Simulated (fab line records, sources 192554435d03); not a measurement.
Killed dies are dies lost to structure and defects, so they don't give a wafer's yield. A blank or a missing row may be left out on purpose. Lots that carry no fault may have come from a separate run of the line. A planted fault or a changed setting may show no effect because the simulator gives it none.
2 desks looking at one fault    flow n5_finfet    only its own numbers are on each desk; what lay behind them is given at the end

## AT THE TOOL OWNER'S DESK: pecvd-03
The tool's own readings at N5_BEOL_M13_DEP_53 (deposits SiCN from 3MS/NH3, target thk 50 nm, time 17.8 s): means of the sampled wafers that have a number, for each lot that ran on this tool. Marked OUT: a lot whose mean sits more than 4 standard deviations from the usual mean, which makes it out of limits; the brackets give that distance.
Columns: A = showerhead_plenum_p_Torr at N5_BEOL_M13_DEP_53, usual 4.153 Torr; B = throttle_valve_pct at N5_BEOL_M13_DEP_53, usual 18.2 %
lot   first seen here  A      B
L808  day 13 01:02     4.157  18.1
L823  day 17 00:38     4.141  17.6
Result from this desk: across the 2 lots, nothing is out of limits.

## METROLOGY DESK
What the gauges read, lot by lot, whatever tool the lot ran on: means of the sampled wafers that have a number. Marked OUT: a lot whose mean sits more than 4 standard deviations from the usual mean, which makes it out of limits; the brackets give that distance.
Columns: A = M13_THK at N5_BEOL_M13_THK_MEAS_50, usual 417 nm; B = M13_RS at N5_BEOL_M13_RS_MEAS_54, usual 0.0454 ohm/sq
lot   first seen here  A    B
L808  day 13 00:59     422  0.0449
L812  day 14 22:46     417  0.0450
L823  day 17 00:35     403  0.0470
L826  day 18 10:05     418  0.0451
L827  day 18 12:56     420  0.0453
Result from this desk: across the 5 lots, nothing is out of limits.

## TAKEN TOGETHER
The tool owner's desk saw nothing out of limits.
From the metrology desk's view, nothing was out of limits.

## WHAT THE SIMULATOR PUT IN
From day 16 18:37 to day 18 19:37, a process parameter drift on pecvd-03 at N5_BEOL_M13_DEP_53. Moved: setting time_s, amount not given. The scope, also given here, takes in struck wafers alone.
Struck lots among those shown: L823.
